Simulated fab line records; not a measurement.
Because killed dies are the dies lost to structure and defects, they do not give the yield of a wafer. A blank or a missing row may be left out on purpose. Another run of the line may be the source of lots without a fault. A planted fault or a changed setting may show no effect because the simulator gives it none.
Chamber matching | flow n5Finfet | 3 sister chambers for N5_PASSIVATION_PECVD_35 on pecvd-04
The step deposits SiNx from SiH4/NH3/N2, target thk 700 nm, time 151.3 s. 16 wafers are shown with their chamber, then 8 later ones without.

## EACH WAFER AND ITS CHAMBER
wafer  | chamber | throttleValvePct (%) | heaterPowerW (W) | showerheadPlenumPTorr (Torr)
L218.2 | 0       | 28.3                 | 288              | 8.61
L218.3 | 2       | 27.3                 | 412              | 8.66
L218.4 | 1       | 27.6                 | 470              | 8.63
L219.1 | 1       | 27.5                 | 391              | 8.65
L219.2 | 2       | 27.8                 | 532              | 8.64
L219.5 | 0       | 28.6                 | 192              | 8.61
L220.2 | 0       | 28.6                 | 313              | 8.61
L220.4 | 0       | 28.3                 | 198              | 8.63
L220.5 | 2       | 27.7                 | 513              | 8.68
L228.1 | 2       | 27.4                 | 577              | 8.64
L228.3 | 1       | 27.4                 | 504              | 8.65
L228.6 | 0       | 28.4                 | 257              | 8.64
L224.2 | 2       | 27.7                 | 516              | 8.66
L224.5 | 1       | 27.4                 | 358              | 8.62
L224.6 | 0       | 28.3                 | 322              | 8.61
L226.1 | 1       | 27.4                 | 430              | 8.63

SIGNATURES, as means of the wafers listed above
reading               | chamber 0 | chamber 1 | chamber 2 | scatter within a chamber
throttleValvePct      | 28.417    | 27.460    | 27.580    | 0.159
heaterPowerW          | 261.67    | 430.60    | 510.00    | 58.4
showerheadPlenumPTorr | 8.6183    | 8.6360    | 8.6560    | 0.0145
Rule: a wafer's distance from a chamber is the root of the sum, over the readings, of the square of ((its reading less the chamber's mean) divided by the reading's scatter). The wafer belongs to the nearest chamber; if the next one is less than 2 further off, it can't be placed. How the scatter is found: for the shown wafers, subtract from each reading the mean of its chamber, square and add these, divide the total by (wafers less chambers), then take the root.

## WAFERS WITHOUT THEIR CHAMBER
wafer  | throttleValvePct (%) | heaterPowerW (W) | showerheadPlenumPTorr (Torr)
L226.3 | 27.5                 | 501              | 8.64
L226.5 | 28.4                 | 196              | 8.59
L229.2 | 28.6                 | 233              | 8.65
L229.5 | 27.9                 | 552              | 8.63
L229.6 | 27.5                 | 351              | 8.62
L234.1 | 27.7                 | 437              | 8.65
L234.2 | 28.5                 | 296              | 8.61
L234.3 | 27.2                 | 422              | 8.65

## WHICH CHAMBER EACH ONE RAN IN
wafer  | from the rows above     | in truth
L226.3 | can't be placed: 2 or 1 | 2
L226.5 | 0                       | 0
L229.2 | 0                       | 0
L229.5 | can't be placed: 2 or 1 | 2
L229.6 | can't be placed: 1 or 2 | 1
L234.1 | can't be placed: 2 or 1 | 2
L234.2 | 0                       | 0
L234.3 | can't be placed: 1 or 2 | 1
Correct placement for 3 of the 8. Cannot be placed on the basis of these rows: 5; the candidates contain the true chamber in 5. Placed wrongly: 0.
